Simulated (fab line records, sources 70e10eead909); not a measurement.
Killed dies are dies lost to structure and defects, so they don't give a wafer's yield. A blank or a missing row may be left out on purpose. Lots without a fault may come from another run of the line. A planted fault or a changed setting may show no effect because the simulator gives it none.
Which tool did it? | flow nand_harc | 6 lots, 18 wafers sampled, at 3 steps of a route of 1302

WHAT THE GAUGES READ, wafer by wafer
NHARC_P_ZERO_WELL_CD_MEAS_24: target cd 720 nm.
lot  | measured     | on        | cd_nm (nm)
L861 | day 2 08:31  | cd_sem-03 | 722.0 721.7 721.8
L864 | day 3 14:29  | cd_sem-03 | 719.8 720.1 721.2
L868 | day 5 06:37  | cd_sem-03 | 720.6 721.4 720.8
L870 | day 6 02:55  | cd_sem-03 | 722.9 721.5 724.8
L875 | day 8 05:20  | cd_sem-01 | - - -
L882 | day 11 02:34 | cd_sem-01 | 721.5 718.2 718.5

WHICH TOOL RAN EACH LOT (tool, then ch and the chambers of the sampled wafers, then the start)
lot  | NHARC_P_ZERO_WELL_ETCH_63       | NHARC_P_ZERO_WELL_EXPOSE_21
L861 | rie_si-04 ch 0,3, day 2 07:34   | krf_scanner-04 ch 0, day 2 08:22
L864 | rie_si-04 ch 1,3, day 3 13:35   | krf_scanner-04 ch 0, day 3 14:20
L868 | rie_si-04 ch 0,1,3, day 5 05:43 | krf_scanner-01 ch 0, day 5 06:28
L870 | rie_si-04 ch 0,1,2, day 6 01:59 | krf_scanner-01 ch 0, day 6 02:46
L875 | rie_si-03 ch 0,1, day 8 04:23   | krf_scanner-01 ch 0, day 8 05:11
L882 | rie_si-01 ch 1,2, day 11 01:41  | krf_scanner-04 ch 0, day 11 02:25
- NHARC_P_ZERO_WELL_ETCH_63: etches the open film in HBr/Cl2, target depth 120 nm, time 40.1 s.
- NHARC_P_ZERO_WELL_EXPOSE_21: exposes mask P NWELL, target cd 720 nm.

THE ANSWER, worked out from the rows above alone
Rule: what is usual is taken from the lots themselves. Put in order of their means at a reading, lots are off if they are a third of the lots or fewer, leave a main group of 4 or more, and stand apart from it by a gap of 3 or more times the standard deviation of the main group's means; of several such gaps the widest counts. A main group whose means are all the same, to the digits that the tables above print for the reading, isn't used. A lot without any number at a reading at which 4 lots or more have one is off too. The other lots that the step has rows for count as sound.
Off: L875, at NHARC_P_ZERO_WELL_CD_MEAS_24 (cd_nm). Without a number there: L875. The main group: mean 721.1 nm, standard deviation 1.3.
A tool fits if, at a process step before that reading, it ran every lot that is off, and no sound lot after the first of them. The gauges at NHARC_P_ZERO_WELL_CD_MEAS_24 are tried like those tools. Can't be told from this: 2 tools fit, rie_si-03 at NHARC_P_ZERO_WELL_ETCH_63, krf_scanner-01 at NHARC_P_ZERO_WELL_EXPOSE_21.

WHAT THE SIMULATOR HAD PUT IN
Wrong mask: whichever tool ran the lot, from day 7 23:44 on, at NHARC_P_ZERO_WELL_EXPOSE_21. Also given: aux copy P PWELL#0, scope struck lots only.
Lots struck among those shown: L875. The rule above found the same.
